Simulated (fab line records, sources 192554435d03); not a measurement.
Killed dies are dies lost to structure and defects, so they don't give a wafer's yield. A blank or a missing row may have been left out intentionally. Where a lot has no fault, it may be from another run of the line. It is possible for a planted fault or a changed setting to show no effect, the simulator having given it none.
Split-lot study + flow n5_finfet + route with 1938 steps; 7 lots, 21 wafers read

== ABOUT THE SPLIT ==
At N5_BEOL_M7_COAT_63 (time 60 s, resist thk 60 nm), the setting spin_rpm was moved away from the recipe's 1500 rpm on 7 of the 21 wafers read, by -9.3% to +7.7%. This setting was run at the recipe's value on the other wafers.

The reading comes from the split's own step.

== THE READING ==
SOC_of_BEOL_M7_COAT_63.thk_nm (the simulator's own value, which no gauge read), in nm, at N5_BEOL_M7_COAT_63 (time 60 s, resist thk 60 nm). The file gives no usual value for it. Here, 14 wafers ran the recipe; their average is 59.9 nm with a standard deviation of 0.16 nm.

| wafer  | tool, chamber at the split | spin_rpm as run, rpm | against the recipe | SOC_of_BEOL_M7_COAT_63.thk_nm, nm | against lot-mates on the recipe |
|--------|----------------------------|----------------------|--------------------|-----------------------------------|---------------------------------|
| L075.1 | litho_track-02, 0          | 1500                 | recipe             | 59.8                              | -                               |
| L075.6 | litho_track-02, 0          | 1500                 | recipe             | 59.8                              | -                               |
| L075.2 | litho_track-02, 0          | 1500                 | recipe             | 59.6                              | -                               |
| L078.1 | litho_track-05, 0          | 1413                 | -5.8%              | 61.8                              | +1.6                            |
| L078.5 | litho_track-05, 0          | 1413                 | -5.8%              | 61.8                              | +1.6                            |
| L078.3 | litho_track-05, 0          | 1500                 | recipe             | 60.2                              | -                               |
| L079.1 | litho_track-02, 0          | 1500                 | recipe             | 59.8                              | -                               |
| L079.3 | litho_track-02, 0          | 1500                 | recipe             | 59.8                              | -                               |
| L079.6 | litho_track-02, 0          | 1500                 | recipe             | 59.8                              | -                               |
| L081.4 | litho_track-02, 0          | 1500                 | recipe             | 60                                | -                               |
| L081.5 | litho_track-02, 0          | 1360                 | -9.3%              | 63                                | +3.0                            |
| L081.6 | litho_track-02, 0          | 1360                 | -9.3%              | 63                                | +3.0                            |
| L086.2 | litho_track-01, 0          | 1500                 | recipe             | 60                                | -                               |
| L086.3 | litho_track-01, 0          | 1500                 | recipe             | 60                                | -                               |
| L086.4 | litho_track-01, 0          | 1500                 | recipe             | 60                                | -                               |
| L089.2 | litho_track-01, 0          | 1615                 | +7.7%              | 57.6                              | no lot-mate on the recipe       |
| L089.6 | litho_track-01, 0          | 1615                 | +7.7%              | 57.6                              | no lot-mate on the recipe       |
| L089.3 | litho_track-01, 0          | 1615                 | +7.7%              | 57.4                              | no lot-mate on the recipe       |
| L090.1 | litho_track-02, 0          | 1500                 | recipe             | 59.8                              | -                               |
| L090.4 | litho_track-02, 0          | 1500                 | recipe             | 59.6                              | -                               |
| L090.5 | litho_track-02, 0          | 1500                 | recipe             | 60                                | -                               |

THE FIT
A straight line over all 21 wafers: SOC_of_BEOL_M7_COAT_63.thk_nm changes by -0.321 nm for each +1% of spin_rpm; r = -0.99; the points scatter about the line by 0.16 nm.
The same after taking each lot's own level away (the mean of its wafers on the recipe; 18 wafers): -0.31 nm for each +1%; r = -0.99; scatter 0.11 nm.
According to that fit, moving spin_rpm by its largest amount changes the reading by 2.9 nm.
Measured against the standard deviation above, the lots' own levels, which go from 59.73 to 60.20 nm, span 2.9 times it.
The two slopes agree, so the slope changes little with the lot-to-lot level.
Check: for one of the wafers moved furthest among these (-9.3%), held out of the fit, the line's prediction against its lot-mates is +2.82 nm. Against them it came out at +3 nm.

== FURTHER SPLITS ON THESE WAFERS ==
These wafers also went through other splits before the reading. Each is held against what the fit with the lots' levels taken away leaves over:
| other split on the same wafers     | wafers away from the commonest value | r with SOC_of_BEOL_M7_COAT_63.thk_nm (lot level and that fit taken away) |
|------------------------------------|--------------------------------------|--------------------------------------------------------------------------|
| N5_BEOL_M3_TRENCH_ETCH_37 time_s   | 10                                   | +0.17                                                                    |
| N5_BEOL_M4_TRENCH_ETCH_37 source_w | 7                                    | -0.46                                                                    |
| N5_BEOL_M6_PECVD_70 time_s         | 8                                    | -0.26                                                                    |
| N5_BEOL_M6_EXPOSE_08 dose_mj       | 5                                    | +0.27                                                                    |
| N5_BEOL_M6_TRENCH_ETCH_37 bias_w   | 5                                    | +0.46                                                                    |

== FILE'S OWN FIT ==
SOC_of_BEOL_M7_COAT_63.thk_nm changes by -0.309 nm for each +1% of spin_rpm, r = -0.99.
